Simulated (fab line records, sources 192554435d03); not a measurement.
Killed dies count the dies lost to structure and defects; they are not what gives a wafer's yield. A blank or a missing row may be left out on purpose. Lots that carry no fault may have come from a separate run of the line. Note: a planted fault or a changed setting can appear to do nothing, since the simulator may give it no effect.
Struck lot and sound lot, side by side / flow n5_finfet / 18 steps out of a route of 1938
Sound: these wafers, L220.2, L220.3, L220.4. Wafers struck: L231.1, L231.3, L231.6. The cause is given at the end.
At each step with rows: each side's tool, then ch and its chambers, then its first start. Under that, the readings that differ: sound wafers / struck wafers / difference of the means / sigmas: that difference in standard deviations of wafers without a fault.
alike: same words and numbers on both sides, and readings whose means sit less than 2 such deviations apart. not compared: any withheld reading, any reading some wafer has no value for, any bound like >300 that may hide the same value, and any number with overlapping values for which the record gives no deviation.
The two part at a step that has a row with sigmas, a row that says differs or no value, or rows on one side only. When numbers do not overlap yet have no deviation, they are printed without sigmas and do not part them. A reading that every wafer of one side lacks parts them only if that side has two wafers or more.

N5_FIN_SAQP_THK_MEAS_05:
  sound: film_metro-02 at day 3 21:14; struck: film_metro-01 at day 6 15:14
  alike: thk_nm
N5_FIN_SAQP_PECVD_47: deposits a-Si from SiH4/He, target thk 45 nm, time 36.3 s.
  sound on pecvd-02 ch 0,1, day 3 21:17; struck on pecvd-02 ch 1,2, day 6 15:16
  alike: heater_power_w, showerhead_plenum_p_Torr, showerhead_vpp_V, throttle_valve_pct
N5_FIN_SAQP_PECVD_48: deposits SiNx from SiH4/NH3/N2, target thk 25 nm, time 22.1 s.
  sound on pecvd-02 ch 0,1, day 3 21:20; struck on pecvd-02 ch 1,2, day 6 15:19
  alike: heater_power_w, showerhead_plenum_p_Torr, showerhead_vpp_V, throttle_valve_pct
N5_FIN_SAQP_PECVD_06: deposits a-Si from SiH4/He, target thk 60 nm, time 48.1 s.
  sound on pecvd-02 ch 0,1, day 3 21:24; struck on pecvd-02 ch 1,2, day 6 15:22
  alike: heater_power_w, showerhead_plenum_p_Torr, showerhead_vpp_V, throttle_valve_pct
N5_FIN_SAQP_THK_MEAS_07:
  sound: film_metro-02 at day 3 21:31; struck: film_metro-01 at day 6 15:26
  alike: thk_nm
N5_FIN_SAQP_HM_DEP_72: deposits SiO2 from SiH4/N2O, target thk 12 nm, time 7.2 s.
  sound on pecvd-03 ch 0,1,2, day 3 21:33; struck on pecvd-04 ch 0,1,2, day 6 15:29
  alike: heater_power_w, showerhead_plenum_p_Torr, showerhead_vpp_V
then, 6 steps without rows for these wafers: N5_FIN_SAQP_COAT_49 (time 60 s, resist thk 100 nm); N5_FIN_SAQP_COAT_50 (time 60 s, resist thk 35 nm); N5_FIN_SAQP_COAT_10 (resist thk 90 nm); N5_FIN_SAQP_EBR_12; N5_FIN_SAQP_SOFTBAKE_11 (time 60 s); N5_FIN_SAQP_EXPOSE_13 (exposes mask FIN CORE, target cd 35.6 nm).
N5_FIN_SAQP_PEB_14: peb time 60 s.
  sound on litho_track-02 ch 0, day 3 21:56; struck on litho_track-02 ch 0, day 6 15:52
then, 1 step without rows for these wafers: N5_FIN_SAQP_DEVELOP_15 (develop time 30 s).
N5_FIN_SAQP_CD_MEAS_16: the cd target is 35.6 nm.
  sound on cd_sem-03 ch 0, day 3 22:00; struck on cd_sem-02 ch 0, day 6 15:56
reading=cd_nm (nm); sound=35.36 35.65 36.10; struck=36.31 36.45 36.75; difference=+0.80; sigmas=+3
N5_FIN_SAQP_OVL_MEAS_17:
  sound on overlay-01 ch 0, day 3 22:03; struck on overlay-02 ch 0, day 6 15:58
  alike: FIN_CORE_OVL
-- a jump in the record: the struck wafers' starts before and after are 6 days apart (it breaks off in module FIN_SAQP and resumes in module BEOL_M4, where the first step shown is number 1111 of the route) --
N5_BEOL_M4_RC_MEAS_101:
  sound on prober-02 ch 0, day 10 10:16; struck on prober-01 ch 0, day 12 20:19
  alike: DIBL_N, DIBL_P, IOFF_N, IOFF_P, ION_N, ION_P, SS_N, SS_P, VT_N, VT_P
-- the record jumps here: 5 days lie between the struck wafers' starts before and after (it left off in module BEOL_M4 and takes up again in module PASSIVATION, whose first step shown is number 1936 of the route) --
N5_PASSIVATION_PROBE_49:
  sound: prober-02 at day 14 19:57; struck: prober-01 at day 17 16:04
  alike: defect_limited_yield, killed_at_M0_to_M3, killed_at_M4_up, killed_at_contacts, killed_at_front_end, killed_at_other, killed_dies, killed_open, killed_short, sort_bin_5_function, sort_bin_6_memory, sort_n_pass, sort_yield_pct

WHERE THEY PART
Within this record, at N5_FIN_SAQP_CD_MEAS_16 only. Later steps at which nothing parts them and some readings are alike: N5_FIN_SAQP_OVL_MEAS_17, N5_BEOL_M4_RC_MEAS_101, N5_PASSIVATION_PROBE_49.

WHY: whatever the simulator had introduced
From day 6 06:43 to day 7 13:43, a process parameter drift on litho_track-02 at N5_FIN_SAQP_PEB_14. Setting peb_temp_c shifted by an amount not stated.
